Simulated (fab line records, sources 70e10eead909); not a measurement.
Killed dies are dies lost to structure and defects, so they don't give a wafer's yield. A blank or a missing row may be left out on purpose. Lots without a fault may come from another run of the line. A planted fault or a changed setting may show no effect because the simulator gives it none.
Problem report in the 8D (eight disciplines) form, filled by code | flow nand_harc | the parts of the form that need people (team, actions taken, sign-off) are left out

1. THE PROBLEM
cd_nm at NHARC_A_M0_CD_MEAS_09 reads a mean of 88.2 nm on 2 wafers of 2 lots; wafers without a fault read 80.3 nm with a standard deviation of 0.61. That is +13 standard deviations from the usual mean.
The step: target cd 80 nm.
First seen on wafer L922.5, day 21 05:02, on cd_sem-01. The record holds 33 wafers of 11 lots with a number at this step. Rule for "out", or "out of limits": more than 4 standard deviations from the usual mean. The other wafers with a number count as sound.

2. WHAT IT IS AND WHAT IT IS NOT
question                    | is                   | is not
which readings at this step | cd_nm                | -
which lots                  | L922, L925           | L906, L909, L910, L911, L912, L923, L926, L927, L929
which wafers of those lots  | L922.5, L925.5       | L922.3, L922.4, L925.1, L925.3
read on which gauges        | cd_sem-01, cd_sem-02 | cd_sem-03
when                        | from day 21 05:02    | up to then (17 sound wafers); but 14 sound wafers of L923, L925, L926, L927, L929 came after

3. SUSPECTS, AND WHAT RULES EACH OUT
Counting: a tool at a process step up to the reading stays a suspect if it ran every lot that is out. Sound lots after the first of them don't rule it out here, since some wafers of a struck lot are sound.
- the gauge at NHARC_A_M0_CD_MEAS_09: ruled out. The wafers that are out were read on 2 gauges (cd_sem-01, cd_sem-02).
- rie_diel-07 at NHARC_A_BLC_ETCH_17 (etches the open film in N2/H2, target depth 390 nm, time 609.38 s): kept. It ran every lot that is out, first L922 (day 21 03:47); its last sound lot up to then is L912 (day 20 03:19). NHARC_A_BLC_ETCH_17 gives no start for some lots, so the hours and the order of its lots are those of NHARC_A_BLC_CMP_25.
- pvd_sputter-01 at NHARC_A_BLC_PVD_32 (deposits Ti, target thk 5 nm, time 17.7 s): kept. It ran every lot that is out, first L922 (day 21 03:47); its last sound lot up to then is L911 (day 18 07:03). NHARC_A_BLC_PVD_32 gives no start for some lots, so the hours and the order of its lots are those of NHARC_A_BLC_CMP_25.
- litho_track-06 at NHARC_A_M0_PEB_07 (peb time 65 s): kept. It ran every lot that is out, first L922 (day 21 04:58); its last sound lot up to then is L912 (day 20 04:33).
Left after counting: rie_diel-07 at NHARC_A_BLC_ETCH_17, pvd_sputter-01 at NHARC_A_BLC_PVD_32, litho_track-06 at NHARC_A_M0_PEB_07.

4. THE CAUSE (what the simulator had put in)
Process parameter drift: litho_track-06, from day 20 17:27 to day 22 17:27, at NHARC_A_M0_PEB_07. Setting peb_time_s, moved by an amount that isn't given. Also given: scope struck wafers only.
Counting left 3 suspects, and this tool is among them.

5. THE CHAIN OF EFFECTS, in route order
Each row: a reading whose mean over the struck wafers that have a number lies more than 3 standard deviations from the usual. Only readings for which the record gives a usual standard deviation are gone through. hours: the time from each lot's start at the first step in this table that gives one to its start at this step, as a median over the lots. sigmas: the change in usual standard deviations.
hours | step                  | reading | usual   | on struck wafers | change | sigmas
0     | NHARC_A_M0_CD_MEAS_09 | cd_nm   | 80.3 nm | 88.2             | +7.9   | +13
Later measuring or inspecting steps at which every struck wafer that the step has a row for has a number for every such reading, and none has moved that far: NHARC_END_SORT_01.

6. WHAT WOULD HAVE CAUGHT IT SOONER
In this record the first reading out of limits at a measuring or inspecting step was taken at day 21 05:02, 12 hours after the fault began at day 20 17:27.
Of the lots that are out (2), L925 began NHARC_A_M0_PEB_07 on litho_track-06 after day 21 05:02. A hold on the tool at that time would have spared it.
